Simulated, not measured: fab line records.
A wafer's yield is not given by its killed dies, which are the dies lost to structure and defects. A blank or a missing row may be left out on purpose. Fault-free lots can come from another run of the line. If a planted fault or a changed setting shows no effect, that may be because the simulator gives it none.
fab line records	flow nand_harc
[record] lots = 12	wafers = 36	last_day = 25
route steps=1159 shown P_ZERO_WELL@31 P_STI@100 P_GATE@113 END@1159
lots that met no fault: from a run of the same line without faults
start_h: hours from the record's opening day to when the first of the lot's shown wafers began	wait_h: hours since the lot's step before	" unchanged from the row above	L1.1+2: a single row standing in for several wafers	- no value present, or no start provided	* or withheld: withheld	< > ~ a bound
route shown NAME@n: a module of which the file shows steps, and the number in the route of the first	usual: the fault-free wafers' mean and standard deviation	same: alike in all rows	chamber/n: place in a boat	sites: readings site by site	_std_site: their standard deviation	_edge_site: inner sites' mean taken away from outer sites' mean	radius_mm: how far each site lies from the wafer's centre	mask NAME#n: copy n	behind: the last tool/chamber to shape the wafer	hold: the reason the lot was held/the length of the hold in hours/how it ended	device: names the non-switching transistor (n, p or np)	end of line: the route-end tests of the same wafers	where a step has no rows: the recipe by itself	killed: dies that structure and defects cost at the first sort, which is not the same as the wafer's yield	map: a wafer's dies, x killed, . not, _ none there
set.NAME: the setting as run; set.NAME@STEP: as run at that earlier step	model.NAME: the simulator's own value behind a step, which no gauge read
one table for each step of the route and one row for each wafer, over a sample of lots
services: a tool's chamber out of use, with start hour (start_h, from the record's first day; less than 0 if before it), hours out, and reason
[[steps]]
[step NHARC_P_ZERO_WELL_DESCUM_26]
[recipe] time_s = 3	o2_flow_sccm = 200	ar_flow_sccm = 0	bias_power_w = 0	chemistry = O2
[usual] drypump_motor_current_A = 5.8/0.38	oes_product_au = 0.996/0.01	rf_vpp_V = 57.8/0.97	showerhead_plenum_p_Torr = 1.92/0.085	throttle_valve_pct = 11.312/0.009
lot.wafer	tool	chamber	start_h	wait_h	drypump_motor_current_A	oes_product_au	rf_hours_counter_h	rf_vpp_V	showerhead_plenum_p_Torr	throttle_valve_pct
L666.3	rie_diel-07	3	15.01	-	6.1	0.995	10	58.0	1.83	11.315
L666.1	"	0	"	"	5.2	1.006	10	56.9	1.92	11.307
L666.6	"	2	"	"	6.4	0.991	-	57.5	1.97	11.312
L668.1	rie_diel-02	3	26.78	-	5.6	0.997	4	58.5	1.88	11.322
L668.4	"	0	"	"	5.7	1.004	3	56.9	2.01	11.288
L668.5	"	1	"	"	5.9	1.003	-	57.5	1.78	11.306
L670.4	rie_diel-02	0	38.75	-	5.7	0.990	3	58.1	2.01	11.296
L670.1	"	3	"	"	5.6	0.998	5	55.5	1.88	11.300
L670.6	"	0	"	"	5.7	0.996	-	57.5	2.01	11.307
L671.4	rie_diel-02	0	44.68	-	5.6	0.994	4	59.0	2.01	11.306
L671.1	"	1	"	"	5.9	1.009	5	57.3	1.78	11.326
L671.6	"	3	"	"	5.6	0.993	-	58.7	1.88	11.303
L674.1	rie_diel-07	3	62.78	-	6.1	1.001	0	57.3	1.83	11.314
L674.4	"	0	"	"	5.2	0.999	0	58.3	1.91	11.307
L674.2	"	1	"	"	5.5	0.978	0	57.9	1.90	11.301
L676.3	rie_diel-02	3	74.65	-	5.6	1.006	7	58.4	1.88	11.316
L676.6	"	0	"	"	5.7	1.004	-	56.6	2.01	11.305
L676.5	"	1	"	"	5.9	1.008	-	57.1	1.78	11.317
L677.3	rie_diel-07	3	81.00	-	6.1	1.006	0	59.5	1.83	11.306
L677.4	"	0	"	"	5.1	1.005	0	57.2	1.91	11.319
L677.5	"	2	"	"	6.4	0.983	-	58.0	1.97	11.324
L679.1	rie_diel-02	0	92.61	-	5.6	0.986	6	57.7	2.01	11.311
L679.2	"	2	"	"	5.4	0.983	6	57.5	2.03	11.308
L679.6	"	0	"	"	5.6	0.999	-	58.4	2.01	11.297
L683.1	rie_diel-07	3	116.77	-	6.1	0.998	4	57.5	1.83	11.311
L683.3	"	0	"	"	5.2	0.996	4	58.5	1.91	11.295
L683.4	"	1	"	"	5.5	0.981	4	57.0	1.90	11.314
L684.1	rie_diel-07	2	122.63	-	6.3	0.988	4	58.4	1.97	11.305
L684.5	"	2	"	"	6.3	0.987	-	58.6	1.97	11.326
L684.6	"	3	"	"	6.1	1.009	-	58.8	1.83	11.313
L685.1	rie_diel-02	2	128.70	-	5.5	0.993	8	58.0	2.03	11.310
L685.3	"	3	"	"	5.5	0.997	11	58.7	1.88	11.308
L685.2	"	0	"	"	5.7	0.995	9	58.0	2.01	11.320
L686.3	rie_diel-02	0	134.69	-	5.6	1.004	9	58.7	2.01	11.300
L686.4	"	2	"	"	5.4	0.983	-	59.0	2.03	11.296
L686.6	"	3	"	"	5.6	0.984	-	57.7	1.88	11.305
[step NHARC_P_STI_CMP_21]
[recipe] t_overpolish_s = 20	target_thk_nm = 380.67
[usual] edge_zone_pressure_frac = 1.000/0.0052	motor_current_A = 13.0/1.3	overpolish_run_s = 20.000/0.0095
lot.wafer	tool	chamber	start_h	wait_h	edge_zone_pressure_frac	motor_current_A	overpolish_run_s
L666.3	cmp-04	2	59.51	0.4	0.995	13.6	20.013
L666.1	"	0	"	"	1.004	13.1	19.994
L666.6	"	3	"	"	1.011	13.0	20.000
L668.1	cmp-04	1	72.58	0.4	1.000	14.4	19.992
L668.4	"	2	"	"	0.999	13.1	19.993
L668.5	"	0	"	"	0.996	12.9	19.993
L670.1	cmp-04	2	77.79	0.4	1.000	12.9	19.994
L670.4	"	3	"	"	0.994	13.2	19.999
L670.6	"	2	"	"	0.999	14.2	20.015
L671.4	cmp-04	2	85.39	0.4	1.008	13.4	20.006
L671.1	"	0	"	"	0.997	12.2	19.991
L671.6	"	3	"	"	0.998	12.6	19.991
L674.4	cmp-03	2	104.38	0.4	1.002	14.0	20.015
L674.1	"	0	"	"	1.009	13.5	19.997
L674.2	"	1	"	"	0.997	12.1	19.991
L676.3	cmp-04	3	116.04	0.4	1.000	13.6	19.996
L676.5	"	3	"	"	1.000	13.1	19.986
L676.6	"	0	"	"	1.005	12.8	19.997
L677.4	cmp-03	1	134.04	0.4	0.992	12.3	20.004
L677.3	"	3	"	"	0.997	12.4	20.001
L677.5	"	1	"	"	0.997	12.5	20.004
L679.1	cmp-01	1	134.09	0.4	1.002	11.7	20.000
L679.2	"	3	"	"	0.999	12.5	19.998
L679.6	"	0	"	"	1.012	9.5	20.002
L683.4	cmp-01	2	157.61	0.4	0.999	12.9	20.006
L683.1	"	3	"	"	0.994	12.1	19.999
L683.3	"	0	"	"	0.996	9.5	20.008
L685.3	cmp-01	3	165.92	0.4	0.995	13.1	19.995
L685.2	"	0	"	"	1.003	9.2	19.999
L685.1	"	1	"	"	1.003	11.3	19.993
L684.1	cmp-04	3	165.97	0.4	1.010	13.8	20.014
L684.6	"	0	"	"	1.003	12.9	19.987
L684.5	"	1	"	"	0.994	14.1	19.983
L686.3	cmp-03	3	177.30	0.5	0.994	13.1	20.011
L686.4	"	1	"	"	0.999	12.4	19.998
L686.6	"	2	"	"	0.996	13.8	20.002
[step NHARC_P_STI_INSPECT_25]
[usual] raw_defect_count = 220/96
lot.wafer	tool	chamber	start_h	wait_h	raw_defect_count
L666.1	defect_inspect-02	-	67.84	0.4	156
L666.3	"	-	"	"	224
L666.6	"	-	"	"	148
L668.1	defect_inspect-01	-	81.50	0.4	152
L668.4	"	-	"	"	197
L668.5	"	-	"	"	299
L670.1	defect_inspect-02	-	86.91	0.4	207
L670.4	"	-	"	"	139
L670.6	"	-	"	"	193
L671.1	defect_inspect-02	-	94.85	0.4	290
L671.4	"	-	"	"	158
L671.6	"	-	"	"	599
L674.1	defect_inspect-01	-	114.31	0.4	235
L674.2	"	-	"	"	153
L674.4	"	-	"	"	188
L676.3	defect_inspect-01	-	126.60	0.4	156
L676.5	"	-	"	"	118
L676.6	"	-	"	"	158
L679.1	defect_inspect-02	-	142.57	0.4	368
L679.2	"	-	"	"	230
L679.6	"	-	"	"	172
L677.3	defect_inspect-01	-	142.57	0.4	241
L677.4	"	-	"	"	146
L677.5	"	-	"	"	180
L683.1	defect_inspect-02	-	169.14	0.4	259
L683.3	"	-	"	"	232
L683.4	"	-	"	"	190
L684.1	defect_inspect-01	-	174.27	0.4	274
L684.5	"	-	"	"	188
L684.6	"	-	"	"	386
L685.1	defect_inspect-02	-	174.27	0.4	125
L685.2	"	-	"	"	226
L685.3	"	-	"	"	238
L686.3	defect_inspect-02	-	185.82	0.4	562
L686.4	"	-	"	"	321
L686.6	"	-	"	"	451
[step NHARC_P_GATE_OXIDE_02]
[recipe] target_thk_a = 375	temp_c = 950	p_h2o_torr = 720	ox_time_s = 365	material = SiO2
[usual] spike_tc_bottom_C = 967.0/1.4	spike_tc_centre_C = 950.8/1	spike_tc_lower_C = 950.0/1.3	spike_tc_top_C = 962.5/1.7	spike_tc_upper_C = 949.7/1.8	tube_center_temp_C = 950/0.079
lot.wafer	tool	chamber	start_h	wait_h	spike_tc_bottom_C	spike_tc_centre_C	spike_tc_lower_C	spike_tc_top_C	spike_tc_upper_C	tube_center_temp_C
L666.1	furnace-01	0	71.13	-	966.4	951.1	950.0	960.0	947.3	949.92
L666.3	"	0	"	"	968.2	951.6	950.0	961.1	947.7	950.01
L666.6	"	0	"	"	967.3	952.7	948.7	959.7	946.0	950.09
L668.1	furnace-05	0	84.55	-	964.4	951.5	952.5	964.9	949.9	950.04
L668.4	"	0	"	"	966.1	951.5	948.6	964.6	952.2	950.04
L668.5	"	0	"	"	967.8	948.0	951.8	960.7	948.3	950.01
L670.1	furnace-05	0	92.26	-	967.3	950.6	949.7	963.6	951.2	949.96
L670.4	"	0	"	"	965.8	949.8	950.2	964.3	952.3	950.03
L670.6	"	0	"	"	970.4	950.4	951.8	962.9	951.7	949.85
L671.1	furnace-05	0	97.90	-	967.0	950.4	951.5	963.6	951.7	950.01
L671.4	"	0	"	"	967.1	950.5	951.6	962.2	950.4	949.88
L671.6	"	0	"	"	966.5	950.5	950.5	962.7	951.0	950.06
L674.1	furnace-01	0	118.60	-	967.1	951.1	948.3	962.1	946.7	949.93
L674.2	"	0	"	"	968.5	952.2	947.6	960.6	947.0	950.01
L674.4	"	0	"	"	966.5	952.2	951.0	960.3	948.5	949.82
L676.3	furnace-05	0	130.75	-	966.4	951.0	951.3	962.9	952.0	949.96
L676.5	"	0	"	"	967.2	950.4	949.8	963.0	950.8	950
L676.6	"	0	"	"	966.6	952.1	950.3	964.3	950.2	950.05
L677.3	furnace-05	0	145.62	-	968.7	950.9	952.4	962.9	950.4	950.06
L677.4	"	0	"	"	966.3	949.8	950.9	963.9	951.6	949.91
L677.5	"	0	"	"	965.3	950.1	949.0	962.5	950.8	949.89
L679.1	furnace-05	0	145.62	-	968.4	951.2	950.0	962.4	950.5	949.95
L679.2	"	0	"	"	964.9	949.6	949.6	963.3	950.1	950.12
L679.6	"	0	"	"	967.4	949.0	952.3	962.5	950.1	949.96
L683.1	furnace-05	0	172.20	-	974.6	956.9	957.7	969.3	958.1	957.09
L683.3	"	0	"	"	975.4	958.5	956.7	968.7	958.1	957.09
L683.4	"	0	"	"	973.9	957.3	957.7	969.3	956.5	957.21
L684.1	furnace-05	0	177.75	-	973.8	956.7	958.2	970.3	957.9	957.11
L684.5	"	0	"	"	974.4	956.7	958.0	971.1	959.0	957.15
L684.6	"	0	"	"	974.6	957.9	956.3	969.8	956.5	956.98
L685.1	furnace-05	0	177.75	-	976.2	956.3	956.4	970.2	957.0	956.99
L685.2	"	0	"	"	972.6	957.8	959.3	971.3	961.0	957.2
L685.3	"	0	"	"	974.1	957.4	957.4	971.8	957.6	957.23
L686.3	furnace-01	0	189.10	-	965.8	952.3	948.1	961.4	946.7	949.97
L686.4	"	0	"	"	967.1	950.2	948.6	960.4	947.2	949.93
L686.6	"	0	"	"	966.8	952.1	949.1	962.5	947.6	949.92
[step NHARC_END_SORT_01]
[recipe] temp_c = 25
[usual] killed_at_array = 26/11	killed_at_other = 0.4/0.78	killed_at_periphery = 3.4/2.4	killed_dies = 29/11	killed_open = 3.1/1.9	killed_short = 1.9/1.4
[same] gross_dies = 677
lot.wafer	tool	chamber	start_h	wait_h	killed_at_array	killed_at_other	killed_at_periphery	killed_dies	killed_open	killed_short
L671.1	prober-02	0	528.84	2.5	22	0	4	26	3	0
L671.4	prober-02	0	531.26	3.4	10	0	4	14	1	1
L671.6	prober-02	0	532.87	4.0	12	1	6	19	1	0
L670.1	prober-01	0	544.42	2.5	24	0	4	28	1	2
L670.4	prober-01	0	546.82	3.4	19	0	3	22	6	0
L670.6	prober-01	0	548.43	4.0	24	0	4	28	1	1
L676.3	prober-01	0	553.86	3.1	32	0	4	36	8	2
L676.5	prober-01	0	555.46	3.7	26	0	2	28	3	1
L676.6	prober-01	0	556.26	4.0	22	0	6	28	7	2
L679.1	prober-01	0	560.00	2.4	31	0	4	35	1	0
L679.2	prober-01	0	560.79	2.7	44	0	2	46	2	0
L679.6	prober-01	0	563.95	4.0	36	2	1	39	1	1
L683.1	prober-02	0	583.55	2.5	31	3	4	38	3	1
L683.3	prober-02	0	585.14	3.1	26	2	4	32	1	0
L683.4	prober-02	0	585.94	3.4	32	4	5	41	4	3
L686.3	prober-01	0	585.01	3.1	34	0	7	41	3	3
L686.4	prober-01	0	585.82	3.4	17	0	1	18	0	2
L686.6	prober-01	0	587.44	4.1	30	1	2	33	0	1
L684.1	prober-01	0	591.29	2.5	7	0	3	10	2	1
L684.5	prober-01	0	594.49	3.7	13	0	0	13	3	0
L684.6	prober-01	0	595.29	4.0	11	0	2	13	2	1
L685.1	prober-02	0	594.96	6.1	28	0	5	33	3	2
L685.2	prober-02	0	595.75	6.4	53	0	4	57	5	0
L685.3	prober-02	0	596.55	6.8	49	0	1	50	2	3
// killed by level:class
L671.1 A_SLIT:chamber_film_flake=12 A_CHANNEL_HOLE_D1:chamber_film_flake=3 P_GATE:chamber_film_flake=2 P_CONTACT:chamber_film_flake=2 A_STAIRCASE:chamber_film_flake=2 A_CONTACT:chamber_film_flake=2 A_CHANNEL_HOLE_D1:geometric_particle:open=1 A_CONTACT:geometric_particle:open=1
L671.4 A_STAIRCASE:chamber_film_flake=4 P_GATE:chamber_film_flake=3 A_SLIT:chamber_film_flake=3 A_ONON_D1:geometric_particle:open=1 A_BLC:geometric_particle:short=1 P_CONTACT:chamber_film_flake=1 A_M1:chamber_film_flake=1
L671.6 A_STAIRCASE:chamber_film_flake=6 P_CONTACT:chamber_film_flake=4 A_SLIT:chamber_film_flake=3 P_GATE:chamber_film_flake=2 A_SGD_CUT:geometric_particle:open=1 A_ZERO_WELL:chamber_film_flake=1 A_CONTACT:chamber_film_flake=1 THIN_TSV:chamber_film_flake=1
L670.1 A_CHANNEL_HOLE_D1:chamber_film_flake=9 A_CONTACT:chamber_film_flake=4 P_CONTACT:chamber_film_flake=2 A_STAIRCASE:chamber_film_flake=2 A_M1:chamber_film_flake=2 A_CHANNEL_FILL_D1:geometric_particle:short=1 A_WL_FILL:geometric_particle:short=1 A_WL_FILL:geometric_particle:open=1
L670.4 A_CHANNEL_HOLE_D1:chamber_film_flake=5 A_STAIRCASE:chamber_film_flake=3 A_CONTACT:geometric_particle:open=2 A_WL_FILL:chamber_film_flake=2 A_CONTACT:chamber_film_flake=2 P_CONTACT:geometric_particle:open=1 A_CHANNEL_FILL_D1:geometric_particle:open=1 A_WL_FILL:geometric_particle:open=1
L670.6 A_STAIRCASE:chamber_film_flake=8 A_CONTACT:chamber_film_flake=8 A_CHANNEL_HOLE_D1:chamber_film_flake=7 P_CONTACT:chamber_film_flake=2 P_CONTACT:geometric_particle:open=1 A_CONTACT:geometric_particle:short=1 P_ZERO_WELL:chamber_film_flake=1
L676.3 A_CHANNEL_HOLE_D1:chamber_film_flake=19 A_STAIRCASE:chamber_film_flake=5 P_CONTACT:geometric_particle:open=3 A_BLC:geometric_particle:open=3 A_WL_FILL:geometric_particle:short=1 A_CONTACT:geometric_particle:open=1 A_M0:geometric_particle:open=1 A_M1:geometric_particle:short=1
L676.5 A_CHANNEL_HOLE_D1:chamber_film_flake=20 A_CONTACT:geometric_particle:open=2 A_CONTACT:chamber_film_flake=2 P_GATE:geometric_particle:open=1 A_M1:geometric_particle:short=1 P_M0:chamber_film_flake=1 A_STAIRCASE:chamber_film_flake=1
L676.6 A_CHANNEL_HOLE_D1:chamber_film_flake=11 A_STAIRCASE:chamber_film_flake=3 P_M0:chamber_film_flake=2 P_GATE:geometric_particle:open=1 P_CONTACT:geometric_particle:open=1 P_M0:geometric_particle:open=1 A_CHANNEL_HOLE_D1:geometric_particle:open=1 A_CHANNEL_FILL_D1:geometric_particle:open=1
L679.1 A_CHANNEL_HOLE_D1:chamber_film_flake=13 A_SLIT:chamber_film_flake=8 A_CONTACT:chamber_film_flake=6 P_ZERO_WELL:chamber_film_flake=2 P_GATE:chamber_film_flake=2 A_STAIRCASE:chamber_film_flake=2 A_M1:geometric_particle:open=1 A_SGD_CUT:chamber_film_flake=1
L679.2 A_CHANNEL_HOLE_D1:chamber_film_flake=18 A_SLIT:chamber_film_flake=13 A_CONTACT:chamber_film_flake=7 A_SGD_CUT:chamber_film_flake=2 A_CHANNEL_HOLE_D1:geometric_particle:open=1 A_STAIRCASE:geometric_particle:open=1 P_ZERO_WELL:chamber_film_flake=1 P_GATE:chamber_film_flake=1
L679.6 A_SLIT:chamber_film_flake=15 A_CHANNEL_HOLE_D1:chamber_film_flake=14 A_CONTACT:chamber_film_flake=5 HYBRID_BOND:chamber_film_flake=2 A_SGD_CUT:geometric_particle:open=1 A_WL_FILL:geometric_particle:short=1 P_ZERO_WELL:chamber_film_flake=1
L683.1 A_CHANNEL_HOLE_D1:chamber_film_flake=19 A_CONTACT:chamber_film_flake=4 P_M2:chamber_film_flake=3 THIN_TSV:chamber_film_flake=3 A_WL_FILL:chamber_film_flake=2 A_ONON_D1:geometric_particle:short=1 A_WL_FILL:geometric_particle:open=1 A_CONTACT:geometric_particle:open=1
L686.3 A_SLIT:chamber_film_flake=16 A_CONTACT:chamber_film_flake=9 A_CHANNEL_HOLE_D1:chamber_film_flake=4 P_GATE:chamber_film_flake=3 P_GATE:geometric_particle:open=1 P_CONTACT:geometric_particle:short=1 P_CONTACT:geometric_particle:open=1 A_SOURCE_PLATE:geometric_particle:short=1
L683.3 A_CHANNEL_HOLE_D1:chamber_film_flake=20 A_SLIT:chamber_film_flake=2 A_WL_FILL:chamber_film_flake=2 A_CONTACT:chamber_film_flake=2 THIN_TSV:chamber_film_flake=2 P_CONTACT:geometric_particle:open=1 P_GATE:chamber_film_flake=1 P_CONTACT:chamber_film_flake=1
L686.4 A_SLIT:chamber_film_flake=8 A_CONTACT:chamber_film_flake=4 A_WL_FILL:geometric_particle:short=1 A_M1:geometric_particle:short=1 P_M1:chamber_film_flake=1 A_ZERO_WELL:chamber_film_flake=1 A_CHANNEL_HOLE_D1:chamber_film_flake=1 A_STAIRCASE:chamber_film_flake=1
L683.4 A_CHANNEL_HOLE_D1:chamber_film_flake=18 A_CONTACT:chamber_film_flake=5 THIN_TSV:chamber_film_flake=3 A_SLIT:chamber_film_flake=2 A_WL_FILL:chamber_film_flake=2 P_CONTACT:geometric_particle:open=1 P_M2:geometric_particle:short=1 A_CHANNEL_HOLE_D1:geometric_particle:open=1
L686.6 A_SLIT:chamber_film_flake=18 A_CONTACT:chamber_film_flake=5 A_CHANNEL_HOLE_D1:chamber_film_flake=4 A_STAIRCASE:chamber_film_flake=2 STARTING-WAFER:geometric_particle:short=1 P_STI:chamber_film_flake=1 P_M1:chamber_film_flake=1 A_CHANNEL_FILL_D1:chamber_film_flake=1
L684.1 A_CHANNEL_HOLE_D1:chamber_film_flake=2 A_CONTACT:chamber_film_flake=2 P_GATE:geometric_particle:short=1 A_CONTACT:geometric_particle:open=1 A_BLC:geometric_particle:open=1 P_ZERO_WELL:chamber_film_flake=1 P_STI:chamber_film_flake=1 A_BLC:chamber_film_flake=1
L684.5 A_CHANNEL_HOLE_D1:chamber_film_flake=5 A_CONTACT:chamber_film_flake=4 A_CHANNEL_FILL_D1:geometric_particle:open=1 A_WL_FILL:geometric_particle:open=1 A_M0:geometric_particle:open=1 A_SLIT:chamber_film_flake=1
L685.1 A_CHANNEL_HOLE_D1:chamber_film_flake=15 A_SLIT:chamber_film_flake=4 A_CONTACT:chamber_film_flake=3 P_GATE:chamber_film_flake=2 P_M2:chamber_film_flake=2 P_M0:geometric_particle:short=1 A_CHANNEL_FILL_D1:geometric_particle:open=1 A_WL_FILL:geometric_particle:short=1
L684.6 A_CHANNEL_HOLE_D1:chamber_film_flake=6 P_GATE:geometric_particle:open=1 P_CONTACT:geometric_particle:open=1 A_SGD_CUT:geometric_particle:short=1 A_ZERO_WELL:chamber_film_flake=1 A_STAIRCASE:chamber_film_flake=1 A_WL_FILL:chamber_film_flake=1 A_CONTACT:chamber_film_flake=1
L685.2 A_SLIT:chamber_film_flake=24 A_CHANNEL_HOLE_D1:chamber_film_flake=14 A_CONTACT:chamber_film_flake=4 A_STAIRCASE:chamber_film_flake=3 A_CONTACT:geometric_particle:open=2 A_WL_FILL:chamber_film_flake=2 A_M0:chamber_film_flake=2 P_GATE:geometric_particle:open=1
L685.3 A_SLIT:chamber_film_flake=18 A_CHANNEL_HOLE_D1:chamber_film_flake=15 A_STAIRCASE:chamber_film_flake=4 A_WL_FILL:chamber_film_flake=4 A_CONTACT:chamber_film_flake=2 P_M0:geometric_particle:short=1 A_CHANNEL_FILL_D1:geometric_particle:short=1 A_WL_FILL:geometric_particle:short=1
[[services]]
tool	chamber	start_h	hours	kind
rie_diel-07	1	-7.98	29.5	repair
rie_diel-02	2	4.34	12.8	repair
rie_diel-02	0	6.08	8.1	repair
cmp-04	-	7.00	4.0	pm
rie_diel-07	3	9.38	3.3	repair
cmp-04	-	15.05	1.7	repair
cmp-04	-	19.42	1.3	repair
rie_diel-02	-	22.88	0.4	repair
cmp-04	-	43.77	2.2	repair
rie_diel-07	-	51.20	9.0	pm
cmp-01	-	54.94	0.3	repair
cmp-01	-	57.09	0.3	repair
rie_diel-02	1	61.89	1.7	repair
rie_diel-02	-	65.40	0.4	repair
cmp-04	-	70.03	0.9	repair
cmp-04	-	97.87	0.3	repair
rie_diel-02	3	100.88	1.5	repair
cmp-04	-	105.01	4.0	pm
rie_diel-02	-	109.02	3.3	repair
rie_diel-07	3	127.61	2.2	repair
rie_diel-02	1	129.41	9.7	repair
rie_diel-02	2	136.05	7.4	repair
rie_diel-02	-	150.70	9.0	pm
cmp-04	-	182.09	0.2	repair
[[key]]
[first_sign] step = NHARC_P_GATE_OXIDE_02	reading = tube_center_temp_C	direction = up	sigmas = 75	usual = *	struck = *
[effect] step = NHARC_P_GATE_OXIDE_02	reading = spike_tc_centre_C	direction = up	sigmas = 6.4	usual = 950.8	struck = 957.3
met_at NHARC_P_GATE_OXIDE_02
struck_lots L683,L684,L685
tester_left_out L683,L684,L685
not_acting_at NHARC_P_ZERO_WELL_DESCUM_26,NHARC_P_STI_CMP_21,NHARC_P_STI_INSPECT_25
[fault] kind = process_parameter_drift	tool = furnace-05	chamber = -	onset_h = 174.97	steps = NHARC_P_GATE_OXIDE_02	channel = temp_c	offset = *	shape = step	end_h = 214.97	acts_in = *	stated = *
// tester_left_out: of these lots the tester's yield and bins aren't shown, on N5 and GAA mostly nor the transistor test; their killed dies are dies lost to structure and defects alone, not to doping, threshold or leakage, so they don't give the yield
